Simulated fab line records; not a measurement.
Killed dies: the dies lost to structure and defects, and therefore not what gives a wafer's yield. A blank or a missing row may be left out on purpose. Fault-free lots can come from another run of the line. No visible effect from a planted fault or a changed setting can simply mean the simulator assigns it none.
Matching of chambers    flow n5Finfet    4 sister chambers for N5_BEOL_M0_SAQP_STRIP_86 on rieDiel-02
The step strips in N2/H2. 8 wafers are shown with their chamber, then 10 later ones without.

WAFERS WITH THEIR CHAMBER
wafer   chamber  drypumpMotorCurrentA (A)  showerheadPlenumPTorr (Torr)
L078.1  3        6.6                       3.44
L088.5  1        6.2                       3.23
L089.2  2        6.1                       3.35
L090.1  3        6.7                       3.43
L090.2  0        5.1                       3.51
L090.3  2        6.1                       3.34
L090.4  1        6.2                       3.23
L090.5  0        5.1                       3.51

WAFERS WITH NO CHAMBER GIVEN
wafer   drypumpMotorCurrentA (A)  showerheadPlenumPTorr (Torr)
L090.6  6.2                       3.23
L093.1  6.2                       3.22
L093.2  6.1                       3.34
L093.3  6.6                       3.43
L093.4  5.1                       3.51
L093.5  6.6                       3.43
L093.6  6.1                       3.34
L097.1  5.1                       3.50
L097.2  6.1                       3.34
L097.6  6.1                       3.22

CHAMBER TAKEN BY EACH
wafer   from the rows above  in truth
L090.6  1                    1
L093.1  1                    1
L093.2  2                    2
L093.3  3                    3
L093.4  0                    0
L093.5  3                    3
L093.6  2                    2
L097.1  0                    0
L097.2  2                    2
L097.6  1                    1
Correct placement for 10 of the 10. Left unplaced by these rows: 0. Number placed wrongly: 0.
How it was worked out, from the rows above alone: a wafer's distance from a chamber is the root of the sum, over the readings, of the square of ((its reading less the chamber's mean) divided by the reading's scatter). The wafer belongs to the nearest chamber; if the next one is less than 2 further off, it can't be placed. The mean given for a chamber averages the wafers shown for that chamber. How the scatter is found: for the shown wafers, subtract from each reading the mean of its chamber, square and add these, divide the total by (wafers less chambers), then take the root.
